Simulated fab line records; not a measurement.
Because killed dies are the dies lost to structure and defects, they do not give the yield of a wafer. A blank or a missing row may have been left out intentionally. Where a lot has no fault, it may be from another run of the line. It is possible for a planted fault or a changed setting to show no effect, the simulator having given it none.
fab line records    flow nandHarc    part 1 of 2: steps 1 to 25 of 38
[record] lots = 5  wafers = 15  lastDay = 33
route steps=1302 shown THIN_TSV@1252
lots that met no fault: from a run of the same line without faults
startH: start of the lot's first displayed wafer, in hours after the record's first day    waitH: time in hours since the lot's previous step    " repeats the value in the row above    L1.1+2: one row covering several wafers at once    - no value present, or no start provided    * or withheld: withheld    < > ~ a bound
route shown NAME@n: NAME is a module with steps in the file, n the number in the route of the first one    usual: mean/standard deviation taken from wafers without a fault    same: alike in all rows    chamber/n: place in a boat    sites: readings site by site    _std_site: the standard deviation of these    _edge_site: mean of outer sites minus mean of inner sites    radiusMm: for every site, how far away it sits from the centre of the wafer    mask NAME#n: copy n    behind: the tool/chamber that last shaped the wafer    hold: why the lot went on hold/how many hours it stayed there/how the hold came to an end    device: whichever transistor did not switch (one of n, p or np)    end of line: tests run on the same wafers once the route is complete    step lacking rows: just its recipe    killed: count of dies lost to structure and defects at first sort (not the wafer's yield)    map: per-die view of a wafer (x killed, . not killed, _ where there is no die)
set.NAME: the setting that was run; set.NAME@STEP: the one run at that earlier step    model.NAME: the simulator's own value behind a step, which no gauge read
a table for each step, a row for each wafer; lots at some steps of the route
services: from which hour (startH, from the record's first day; less than 0 if before it) a tool's chamber was out of use, for how many hours, and why
[[steps]]
[step NHARC_THIN_TSV_HMDS_05]
[recipe] timeS = 30
[same] timeS = 30
lot.wafer   tool           chamber  startH  waitH
L082.2+3+6  lithoTrack-03  0        -       -
L084.1+3+4  lithoTrack-05  0        -       -
L085.3+5+6  lithoTrack-05  0        -       -
L091.4+5+6  lithoTrack-07  0        -       -
L093.1+5+6  lithoTrack-03  0        -       -
[step NHARC_THIN_TSV_COAT_06]
[recipe] spinRpm = *
[usual] spinSpeedRpm = *
lot.wafer  tool           chamber  startH  waitH  spinSpeedRpm
L082.2     lithoTrack-03  0        -       -      *
L082.3     "              0        "       "      *
L082.6     "              0        "       "      *
L084.1     lithoTrack-05  0        -       -      *
L084.3     "              0        "       "      *
L084.4     "              0        "       "      *
L085.3     lithoTrack-05  0        -       -      *
L085.5     "              0        "       "      *
L085.6     "              0        "       "      *
L091.4     lithoTrack-07  0        -       -      *
L091.5     "              0        "       "      *
L091.6     "              0        "       "      *
L093.1     lithoTrack-03  0        -       -      *
L093.5     "              0        "       "      *
L093.6     "              0        "       "      *
[step NHARC_THIN_TSV_SOFTBAKE_07]
[recipe] tempC = 122  timeS = 95
[usual] plateTempC = 122.03/0.11
[same] timeS = 95
lot.wafer  tool           chamber  startH  waitH  plateTempC
L082.2     lithoTrack-03  0        -       -      122.01
L082.3     "              0        "       "      121.98
L082.6     "              0        "       "      122.03
L084.1     lithoTrack-05  0        -       -      122.03
L084.3     "              0        "       "      122.06
L084.4     "              0        "       "      122.04
L085.3     lithoTrack-05  0        -       -      122.04
L085.5     "              0        "       "      122.13
L085.6     "              0        "       "      122.15
L091.4     lithoTrack-07  0        -       -      122.17
L091.5     "              0        "       "      122.10
L091.6     "              0        "       "      122.17
L093.1     lithoTrack-03  0        -       -      122.01
L093.5     "              0        "       "      122.09
L093.6     "              0        "       "      122.04
[step NHARC_THIN_TSV_EBR_08]
lot.wafer   tool           chamber  startH  waitH
L082.2+3+6  lithoTrack-03  0        -       -
L084.1+3+4  lithoTrack-05  0        -       -
L085.3+5+6  lithoTrack-05  0        -       -
L091.4+5+6  lithoTrack-07  0        -       -
L093.1+5+6  lithoTrack-03  0        -       -
[step NHARC_THIN_TSV_EXPOSE_09]
[recipe] na = 0.55  doseMj = 30.7  maskId = TSV
[usual] focusOffsetNm = 0.1/0.51  stageVelMmS = 500.03/0.24
lot.wafer  tool           chamber  startH  waitH  mask   focusOffsetNm  stageVelMmS
L082.2     krfScanner-01  0        647.56  -      TSV#0  0.8            500.54
L082.3     "              0        "       "      TSV#0  0.4            500.32
L082.6     "              0        "       "      TSV#0  0.3            500.21
L084.1     krfScanner-03  0        659.23  -      TSV#0  0.4            500.05
L084.3     "              0        "       "      TSV#0  0.0            499.79
L084.4     "              0        "       "      TSV#0  0.1            499.59
L085.3     krfScanner-04  0        669.60  -      TSV#0  -0.3           499.94
L085.5     "              0        "       "      TSV#0  -0.3           500.18
L085.6     "              0        "       "      TSV#0  -0.5           500.11
L091.4     krfScanner-01  0        719.38  -      TSV#0  -0.3           499.92
L091.5     "              0        "       "      TSV#0  0.8            500.23
L091.6     "              0        "       "      TSV#0  0.7            500.07
L093.1     krfScanner-03  0        761.76  -      TSV#0  0.6            500.11
L093.5     "              0        "       "      TSV#0  0.1            499.90
L093.6     "              0        "       "      TSV#0  -0.2           500.07
[step NHARC_THIN_TSV_PEB_10]
[recipe] pebTempC = 118  pebTimeS = 85
[usual] plateTempC = 117.98/0.16
lot.wafer  tool           chamber  startH  waitH  plateTempC
L082.2     lithoTrack-03  0        647.62  0.1    117.80
L082.3     "              0        "       "      117.97
L082.6     "              0        "       "      117.95
L084.1     lithoTrack-07  0        659.30  0.1    118.00
L084.3     "              0        "       "      117.98
L084.4     "              0        "       "      117.76
L085.3     lithoTrack-07  0        669.66  0.1    117.91
L085.5     "              0        "       "      118.07
L085.6     "              0        "       "      118.16
L091.4     lithoTrack-07  0        719.43  0.0    118.09
L091.5     "              0        "       "      118.14
L091.6     "              0        "       "      118.11
L093.1     lithoTrack-05  0        761.83  0.1    117.81
L093.5     "              0        "       "      118.20
L093.6     "              0        "       "      117.91
[step NHARC_THIN_TSV_DEVELOP_11]
[recipe] timeS = 70
[same] timeS = 70
lot.wafer   tool           chamber  startH  waitH
L082.2+3+6  lithoTrack-03  0        -       -
L084.1+3+4  lithoTrack-07  0        -       -
L085.3+5+6  lithoTrack-07  0        -       -
L091.4+5+6  lithoTrack-07  0        -       -
L093.1+5+6  lithoTrack-05  0        -       -
[step NHARC_THIN_TSV_CD_MEAS_12]
[recipe] targetCdNm = 1000  landingEnergyEv = 500
[usual] cdNm = 1001.4/1.8
lot.wafer  tool      chamber  startH  waitH  cdNm
L082.2     cdSem-02  0        647.71  -      1001.3
L082.3     "         0        "       "      1001.6
L082.6     "         0        "       "      1001.1
L084.1     cdSem-01  0        659.39  -      1000.5
L084.3     "         0        "       "      1000.0
L084.4     "         0        "       "      1001.3
L085.3     cdSem-02  0        669.75  -      998.9
L085.5     "         0        "       "      999.5
L085.6     "         0        "       "      1000.8
L091.4     cdSem-01  0        719.52  -      1002.4
L091.5     "         0        "       "      997.4
L091.6     "         0        "       "      999.0
L093.1     cdSem-02  0        761.92  -      1002.9
L093.5     "         0        "       "      1003.0
L093.6     "         0        "       "      1004.3
[step NHARC_THIN_TSV_HARDBAKE_13]
[recipe] tempC = 125  timeS = 80
[usual] plateTempC = 125.00/0.14
[same] timeS = 80
lot.wafer  tool           chamber  startH  waitH  plateTempC
L082.2     lithoTrack-05  0        647.79  -      124.95
L082.3     "              0        "       "      125.01
L082.6     "              0        "       "      124.89
L084.1     lithoTrack-03  0        659.47  -      125.06
L084.3     "              0        "       "      125.01
L084.4     "              0        "       "      124.96
L085.3     lithoTrack-03  0        669.83  -      125.00
L085.5     "              0        "       "      125.02
L085.6     "              0        "       "      124.87
L091.4     lithoTrack-05  0        719.60  -      124.89
L091.5     "              0        "       "      124.71
L091.6     "              0        "       "      124.86
L093.1     lithoTrack-03  0        762.00  -      124.97
L093.5     "              0        "       "      124.89
L093.6     "              0        "       "      124.85
[step NHARC_THIN_TSV_DESCUM_14]
[recipe] timeS = 3  o2FlowSccm = 200  arFlowSccm = 0  biasPowerW = 0  chemistry = O2
[usual] drypumpMotorCurrentA = 5.7/0.59  o2FlowSccm = 200.1/0.62  oesProductAu = 1.003/0.011  rfVppV = 57.6/0.85  showerheadPlenumPTorr = 1.91/0.068  throttleValvePct = 11.312/0.0096
[same] timeS = 3
lot.wafer  tool        chamber  startH  waitH  drypumpMotorCurrentA  o2FlowSccm  oesProductAu  rfHoursCounterH  rfVppV  showerheadPlenumPTorr  throttleValvePct
L082.3     rieDiel-09  2        647.87  -      5.3                   200.3       1.003         7.4              58.0    2.00                   11.327
L082.2     "           0        "       "      5.7                   199.7       1.001         8.6              56.1    1.89                   11.290
L082.6     "           2        "       "      5.3                   200.0       1.002         -                57.8    2.00                   11.304
L084.4     rieDiel-04  0        659.56  -      5.4                   200.0       0.996         5.2              56.6    1.89                   11.310
L084.3     "           1        "       "      5.3                   200.1       0.993         5.4              57.0    1.86                   11.314
L084.1     "           2        "       "      6.6                   199.4       1.006         5.3              57.4    1.78                   11.316
L085.3     rieDiel-04  2        669.93  -      6.6                   200.4       0.999         5.9              58.0    1.78                   11.309
L085.6     "           3        "       "      5.1                   200.1       1.002         -                58.8    1.97                   11.317
L085.5     "           0        "       "      5.5                   200.1       1.008         -                58.7    1.89                   11.326
L091.4     rieDiel-12  2        719.67  -      6.2                   199.8       1.015         5.3              58.0    1.83                   11.335
L091.6     "           2        "       "      6.2                   199.7       1.007         -                57.8    1.83                   11.298
L091.5     "           3        "       "      6.5                   199.4       1.041         -                56.7    1.93                   11.321
L093.1     rieDiel-09  2        762.08  -      5.3                   200.1       0.995         3.6              58.2    1.99                   11.297
L093.5     "           2        "       "      5.3                   199.8       1.003         -                56.9    1.99                   11.304
L093.6     "           3        "       "      4.9                   199.5       1.011         -                58.3    1.87                   11.320
[step NHARC_THIN_TSV_ETCH_44]
[recipe] targetDepthA = 15942  timeS = 797.1  cf4FlowSccm = 150  o2FlowSccm = 10  arFlowSccm = 0  rfW = 300  biasW = 800  chemistry = CF4/O2
[usual] drypumpMotorCurrentA = 5.7/0.57  o2FlowSccm = 10.003/0.029  oesProductAu = 1.003/0.01  rfVppV = 794/3.8  showerheadPlenumPTorr = 1.82/0.061  throttleValvePct = 16.914/0.0095
[same] timeS = 797.1
lot.wafer  tool        chamber  startH  waitH  drypumpMotorCurrentA  o2FlowSccm  oesProductAu  rfHoursCounterH  rfVppV  showerheadPlenumPTorr  throttleValvePct
L082.2     rieDiel-09  0        648.01  0.1    5.7                   10.057      0.992         8.7              793     1.81                   16.932
L082.3     "           1        "       "      6.3                   9.980       0.988         7.4              801     1.94                   16.917
L082.6     "           3        "       "      4.9                   9.936       0.996         -                792     1.80                   16.897
L084.1     rieDiel-04  2        659.64  0.1    6.5                   10.043      1.010         5.4              786     1.71                   16.929
L084.4     "           0        "       "      5.5                   10.034      1.021         5.3              794     1.81                   16.901
L084.3     "           1        "       "      5.3                   9.980       0.982         5.5              792     1.78                   16.930
L085.3     rieDiel-04  0        669.99  0.1    5.4                   9.971       1.012         5.7              793     1.81                   16.920
L085.6     "           0        "       "      5.4                   9.999       1.014         -                795     1.81                   16.932
L085.5     "           1        "       "      5.3                   9.978       0.988         -                792     1.78                   16.901
L091.4     rieDiel-12  1        719.93  0.2    6.1                   10.034      1.013         5.0              792     1.81                   16.921
L091.6     "           2        "       "      6.2                   9.997       0.993         -                790     1.76                   16.900
L091.5     "           3        "       "      6.5                   9.990       1.016         -                794     1.85                   16.906
L093.1     rieDiel-09  1        762.33  0.2    6.3                   10.062      0.986         4.0              801     1.93                   16.926
L093.5     "           2        "       "      5.3                   9.947       1.001         -                799     1.90                   16.912
L093.6     "           3        "       "      4.9                   9.992       1.012         -                790     1.80                   16.906
[step NHARC_THIN_TSV_ETCH_15]
[recipe] targetDepthA = 30000  boschTargetOveretchCycles = 2  boschEtchStepS = 2.8  boschDepStepS = 1.2  boschCycles = 14
[usual] drypumpMotorCurrentA = 5.8/0.39
[same] boschDepStepS = 1.2
lot.wafer  tool      chamber  startH  waitH  drypumpMotorCurrentA  rfHoursCounterH
L082.2     rieSi-01  0        648.55  -      5.7                   0.46
L082.3     "         2        "       "      5.3                   0.62
L082.6     "         3        "       "      6.5                   -
L084.3     rieSi-01  2        660.21  -      5.3                   0.69
L084.4     "         0        "       "      5.6                   0.53
L084.1     "         1        "       "      5.7                   0.57
L085.3     rieSi-06  2        670.58  -      6.0                   0.34
L085.5     "         0        "       "      5.4                   -
L085.6     "         1        "       "      6.3                   -
L091.4     rieSi-02  3        720.37  -      6.2                   0.53
L091.5     "         0        "       "      5.7                   -
L091.6     "         1        "       "      5.6                   -
L093.1     rieSi-01  0        762.76  -      5.7                   0.13
L093.6     "         2        "       "      5.3                   -
L093.5     "         3        "       "      6.4                   -
[step NHARC_THIN_TSV_CD_MEAS_16]
[usual] cdNm = 1001.2/1.7
lot.wafer  tool      chamber  startH  waitH  cdNm
L082.2     cdSem-03  -        648.68  0.1    1001.4
L082.3     "         -        "       "      1000.3
L082.6     "         -        "       "      1000.5
L084.1     cdSem-03  -        660.35  0.1    1000.4
L084.3     "         -        "       "      1000.3
L084.4     "         -        "       "      1000.7
L085.3     cdSem-02  -        670.72  0.1    998.4
L085.5     "         -        "       "      999.7
L085.6     "         -        "       "      1000.3
L091.4     cdSem-01  -        720.48  0.1    1001.3
L091.5     "         -        "       "      997.1
L091.6     "         -        "       "      998.9
L093.1     cdSem-03  -        762.88  0.1    1002.2
L093.5     "         -        "       "      1002.5
L093.6     "         -        "       "      1004.3
[step NHARC_THIN_TSV_STRIP_45]
[recipe] powerW = 1500  tempC = 250  chemistry = O2
[usual] drypumpMotorCurrentA = 5.4/0.45  heaterPowerW = 387/38
lot.wafer  tool            chamber  startH  waitH  drypumpMotorCurrentA  heaterPowerW  rfHoursCounterH
L082.2     plasmaAsher-01  1        648.75  0.1    5.9                   401           29
L082.3     "               1        "       "      5.9                   390           -
L082.6     "               1        "       "      5.9                   399           -
L084.1     plasmaAsher-01  1        660.43  0.1    5.9                   411           33
L084.4     "               1        "       "      5.9                   394           -
L084.3     "               0        "       "      6.1                   318           -
L085.3     plasmaAsher-02  0        670.93  0.2    5.4                   371           -
L085.6     "               1        "       "      4.9                   429           -
L085.5     "               0        "       "      5.4                   383           -
L091.4     plasmaAsher-01  1        720.64  0.2    5.9                   381           -
L091.6     "               1        "       "      5.9                   382           -
L091.5     "               0        "       "      6.1                   317           -
L093.1     plasmaAsher-02  1        763.00  0.1    4.9                   421           35
L093.5     "               0        "       "      5.4                   370           -
L093.6     "               1        "       "      4.9                   429           -
[step NHARC_THIN_TSV_STRIP_46]
[recipe] timeS = 1200  tempC = 72.5  chemistry = postEtchResidueRemover
[same] timeS = 1200
lot.wafer   tool         chamber  startH  waitH
L082.2+3+6  wetBench-10  5,7,0    649.09  0.3
L084.1+4+3  wetBench-08  4,0,1    660.77  0.3
L085.5+3+6  wetBench-08  1,2,4    671.15  0.1
L091.4+6+5  wetBench-08  1,3,4    720.90  0.2
L093.1+5+6  wetBench-08  4,5,0    763.31  0.3
[step NHARC_THIN_TSV_DEP_47]
[recipe] targetThkA = 2000  tempC = withheld  pressureTorr = 6.5  rfW = 900  teosFlowSccm = 161.4  flowSccm = 2650  targetThkNm = 200  gas = O2  material = SiO2
[usual] throttleValvePct = 16.1/0.85
lot.wafer  tool      chamber  startH  waitH  throttleValvePct
L082.3     pecvd-02  0        649.54  -      15.2
L082.2     "         1        "       "      16.3
L082.6     "         2        "       "      17.7
L084.1     pecvd-02  2        661.22  -      17.6
L084.3     "         0        "       "      15.3
L084.4     "         2        "       "      17.4
L085.3     pecvd-01  2        671.64  -      16.2
L085.6     "         2        "       "      16.1
L085.5     "         0        "       "      15.0
L091.6     pecvd-04  0        721.49  -      16.2
L091.5     "         1        "       "      16.4
L091.4     "         2        "       "      15.8
L093.1     pecvd-04  1        763.75  -      16.8
L093.6     "         1        "       "      16.6
L093.5     "         2        "       "      15.7
[step NHARC_THIN_TSV_ETCHBACK_48]
[recipe] targetDepthA = 10285  overEtchFrac = 0.3  timeS = 405.17  ionEnergyEv = 250  c4f8FlowSccm = withheld  arFlowSccm = withheld  rfW = 600  biasW = 300  chemistry = C4F8/Ar
[usual] oesProductAu = 0.95/0.033  rfVppV = 546.7/2.6
lot.wafer  tool        chamber  startH  waitH  oesProductAu  rfHoursCounterH  rfVppV
L082.2     rieDiel-12  3        650.02  -      1.02          0.1              547.5
L082.3     "           0        "       "      1.02          1.4              549.2
L082.6     "           1        "       "      1.01          -                547.0
L084.4     rieDiel-12  2        661.63  -      0.92          2.2              545.0
L084.1     "           0        "       "      0.93          1.9              549.6
L084.3     "           1        "       "      0.94          2.1              547.5
L085.3     rieDiel-04  3        672.10  -      0.92          6.0              549.0
L085.6     "           0        "       "      0.94          -                546.6
L085.5     "           1        "       "      0.92          -                543.9
L091.4     rieDiel-12  3        721.79  -      0.95          4.6              547.5
L091.5     "           2        "       "      0.94          -                544.3
L091.6     "           3        "       "      0.95          -                548.8
L093.1     rieDiel-12  1        764.28  0.5    1.00          7.4              546.9
L093.6     "           1        "       "      1.01          -                546.8
L093.5     "           2        "       "      1.00          -                543.7
[step NHARC_THIN_TSV_STRIP_62]
[recipe] powerW = 1500  tempC = 250  timeS = 20  chemistry = N2/H2
[usual] drypumpMotorCurrentA = 5.6/0.47  heaterPowerW = 376/41
[same] timeS = 20
lot.wafer  tool            chamber  startH  waitH  drypumpMotorCurrentA  heaterPowerW  rfHoursCounterH
L082.2     plasmaAsher-02  1        650.31  -      4.9                   418           8
L082.3     "               1        "       "      4.9                   441           -
L082.6     "               1        "       "      4.8                   431           -
L084.1     plasmaAsher-01  1        661.99  -      5.9                   398           33
L084.3     "               1        "       "      5.9                   397           -
L084.4     "               0        "       "      6.1                   314           -
L085.3     plasmaAsher-01  1        672.41  -      5.9                   401           -
L085.6     "               0        "       "      6.1                   312           -
L085.5     "               1        "       "      6.0                   393           -
L091.4     plasmaAsher-01  1        722.16  -      6.0                   387           -
L091.5     "               1        "       "      5.9                   381           -
L091.6     "               0        "       "      6.1                   322           -
L093.1     plasmaAsher-02  0        764.64  -      5.4                   379           36
L093.6     "               0        "       "      5.4                   377           -
L093.5     "               1        "       "      4.9                   419           -
[step NHARC_THIN_TSV_DEGAS_49]
[recipe] tempC = 300  timeS = 120
[usual] heaterPowerW = 476/37
[same] timeS = 120
lot.wafer  tool           chamber  startH  waitH  heaterPowerW
L082.3     pvdSputter-02  -        650.49  0.1    529
L082.2     "              -        "       "      453
L082.6     "              -        "       "      522
L084.3     pvdSputter-01  -        662.16  0.1    386
L084.1     "              -        "       "      496
L084.4     "              -        "       "      436
L085.3     pvdSputter-03  -        672.54  0.1    476
L085.6     "              -        "       "      457
L085.5     "              -        "       "      469
L091.4     pvdSputter-01  -        722.30  0.1    500
L091.5     "              -        "       "      503
L091.6     "              -        "       "      502
L093.1     pvdSputter-02  -        764.84  0.2    516
L093.5     "              -        "       "      469
L093.6     "              -        "       "      532
[step NHARC_THIN_TSV_PRE_CLEAN_50]
[recipe] timeS = 30  tempC = 280  gas = H2/He
[usual] heaterPowerW = 418/32
[same] timeS = 30
lot.wafer  tool           chamber  startH  waitH  heaterPowerW
L082.3     pvdSputter-02  -        -       -      454
L082.2     "              -        "       "      388
L082.6     "              -        "       "      424
L084.3     pvdSputter-01  -        -       -      429
L084.4     "              -        "       "      377
L084.1     "              -        "       "      448
L085.3     pvdSputter-03  -        -       -      435
L085.5     "              -        "       "      400
L085.6     "              -        "       "      436
L091.4     pvdSputter-01  -        -       -      386
L091.6     "              -        "       "      444
L091.5     "              -        "       "      389
L093.1     pvdSputter-02  -        -       -      402
L093.6     "              -        "       "      410
L093.5     "              -        "       "      468
[step NHARC_THIN_TSV_PVD_19]
[recipe] targetThkA = 200  chamberPressurePa = 5  material = TaN
[usual] chamberPressurePa = 5.000/0.0093  throttleValvePct = 30.2/1.1
lot.wafer  tool           chamber  startH  waitH  chamberPressurePa  throttleValvePct
L082.3     pvdSputter-02  -        -       -      5.008              31.7
L082.2     "              -        "       "      4.998              29.6
L082.6     "              -        "       "      4.999              30.5
L084.4     pvdSputter-01  -        -       -      4.995              29.9
L084.1     "              -        "       "      5.007              30.1
L084.3     "              -        "       "      4.996              32.8
L085.3     pvdSputter-03  -        -       -      4.961              28.8
L085.6     "              -        "       "      4.998              30.0
L085.5     "              -        "       "      5.011              30.1
L091.4     pvdSputter-01  -        -       -      5.002              30.0
L091.5     "              -        "       "      5.000              29.9
L091.6     "              -        "       "      5.000              32.7
L093.1     pvdSputter-02  -        -       -      4.999              31.1
L093.5     "              -        "       "      5.012              31.4
L093.6     "              -        "       "      5.019              29.6
[step NHARC_THIN_TSV_PVD_51]
[recipe] targetThkA = 1000  chamberPressurePa = 5  material = Cu
[usual] chamberPressurePa = 4.999/0.0099  throttleValvePct = 30.2/1.1
lot.wafer  tool           chamber  startH  waitH  chamberPressurePa  throttleValvePct
L082.3     pvdSputter-02  -        -       -      4.996              31.1
L082.2     "              -        "       "      5.006              29.6
L082.6     "              -        "       "      5.005              30.2
L084.3     pvdSputter-01  -        -       -      5.013              31.0
L084.4     "              -        "       "      4.997              32.8
L084.1     "              -        "       "      5.022              29.7
L085.3     pvdSputter-03  -        -       -      4.992              28.8
L085.5     "              -        "       "      5.008              28.6
L085.6     "              -        "       "      5.002              28.9
L091.4     pvdSputter-01  -        -       -      5.003              30.1
L091.6     "              -        "       "      4.988              29.8
L091.5     "              -        "       "      4.983              32.6
L093.1     pvdSputter-02  -        -       -      4.996              29.8
L093.6     "              -        "       "      5.007              31.2
L093.5     "              -        "       "      5.008              29.7
[step NHARC_THIN_TSV_ECD_20]
[recipe] targetThkA = 20000  material = Cu
lot.wafer   tool      chamber  startH  waitH
L082.2+3+6  ecdCu-02  1,1,0    650.93  -
L084.1+4+3  ecdCu-02  1,1,0    662.62  -
L085.3+6+5  ecdCu-02  1,0,1    673.27  -
L091.4+6+5  ecdCu-02  1,1,0    722.94  -
L093.1+6+5  ecdCu-02  1,0,1    765.37  -
[step NHARC_THIN_TSV_ANNEAL_52]
[recipe] tempC = 225  timeS = 90
[usual] wafer_temp_C_max = 225.94/0.29
[same] timeS = 90
lot.wafer  tool          chamber  startH  waitH  wafer_temp_C_max
L082.2     rtpAnneal-02  0        651.71  0.7    225.90
L082.3     "             0        "       "      225.84
L082.6     "             0        "       "      225.62
L084.1     rtpAnneal-02  0        663.34  0.6    225.64
L084.3     "             0        "       "      226.31
L084.4     "             0        "       "      225.72
L085.3     rtpAnneal-01  0        673.79  0.4    226.04
L085.5     "             0        "       "      226.04
L085.6     "             0        "       "      226.23
L091.4     rtpAnneal-02  0        723.63  0.6    225.68
L091.5     "             0        "       "      225.60
L091.6     "             0        "       "      225.62
L093.1     rtpAnneal-01  0        765.99  0.5    225.92
L093.5     "             0        "       "      226.06
L093.6     "             0        "       "      226.33
[step NHARC_THIN_TSV_CMP_21]
[recipe] tOverpolishS = 30  targetThkNm = 2000
[usual] motorCurrentA = 11.6/0.94  overpolishRunS = 29.997/0.009
[same] tOverpolishS = 30
lot.wafer  tool    chamber  startH  waitH  motorCurrentA  overpolishRunS
L082.2     cmp-04  0        652.04  -      11.8           30.003
L082.3     "       2        "       "      13.5           30.020
L082.6     "       0        "       "      12.0           30.004
L084.1     cmp-04  2        663.68  -      13.8           30.003
L084.4     "       3        "       "      11.2           29.986
L084.3     "       1        "       "      13.7           29.984
L085.3     cmp-01  0        674.09  -      11.3           29.998
L085.6     "       2        "       "      10.9           30.017
L085.5     "       3        "       "      11.9           29.979
L091.4     cmp-01  0        723.85  -      11.8           30.000
L091.5     "       3        "       "      12.1           29.992
L091.6     "       0        "       "      11.5           30.001
L093.1     cmp-02  1        766.34  -      10.2           29.990
L093.6     "       1        "       "      10.6           29.988
L093.5     "       2        "       "      11.5           29.994
